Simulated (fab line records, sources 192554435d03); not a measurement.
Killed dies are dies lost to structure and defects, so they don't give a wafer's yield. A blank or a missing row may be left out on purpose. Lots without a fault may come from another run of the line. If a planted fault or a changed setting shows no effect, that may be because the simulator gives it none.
Chamber matching + flow n5 finfet + N5_BEOL_M0_SAQP_ETCH_106 on rie diel-06: 4 sister chambers
The step etches SOC in N2/H2, stops on SiNx, target depth 150 nm. 7 wafers are shown with their chamber, then 7 later ones without.

== WAFERS PAIRED WITH THEIR CHAMBERS ==
| wafer  | chamber | showerhead plenum p Torr (Torr) | drypump motor current A (A) |
|--------|---------|---------------------------------|-----------------------------|
| L077.2 | 2       | 2.50                            | 5.0                         |
| L078.2 | 3       | 2.67                            | 5.7                         |
| L079.1 | 3       | 2.66                            | 5.8                         |
| L079.2 | 1       | 2.51                            | 5.1                         |
| L079.5 | 0       | 2.42                            | 6.2                         |
| L087.3 | 0       | 2.41                            | 6.2                         |
| L087.4 | 2       | 2.49                            | 5.0                         |

== WAFERS MISSING THEIR CHAMBER ==
| wafer  | showerhead plenum p Torr (Torr) | drypump motor current A (A) |
|--------|---------------------------------|-----------------------------|
| L087.5 | 2.50                            | 5.0                         |
| L091.3 | 2.65                            | 5.7                         |
| L091.5 | 2.65                            | 5.7                         |
| L091.6 | 2.50                            | 5.1                         |
| L096.1 | 2.50                            | 5.1                         |
| L096.4 | 2.65                            | 5.7                         |
| L096.5 | 2.50                            | 5.1                         |

== WHICH CHAMBER EACH ONE RAN IN ==
| wafer  | from the rows above     | in truth                   |
|--------|-------------------------|----------------------------|
| L087.5 | 2                       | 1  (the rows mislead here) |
| L091.3 | 3                       | 3                          |
| L091.5 | 3                       | 3                          |
| L091.6 | can't be placed: 1 or 2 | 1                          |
| L096.1 | can't be placed: 1 or 2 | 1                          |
| L096.4 | 3                       | 3                          |
| L096.5 | can't be placed: 1 or 2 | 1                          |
3 of 7 placed correctly. Unplaceable from these rows: 3, with the true chamber sitting among the candidates in 3. 1 placed wrongly.
How it was worked out, from the rows above alone: a wafer's distance from a chamber is the root of the sum, over the readings, of the square of ((its reading less the chamber's mean) divided by the reading's scatter). If the next closest chamber is less than 2 further off than the closest, the wafer can't be placed; otherwise it belongs to the closest. The mean given for a chamber averages the wafers shown for that chamber. The scatter is the square root of a quotient: the sum, over the shown wafers, of each reading's squared deviation from its chamber's mean, divided by wafers minus chambers.
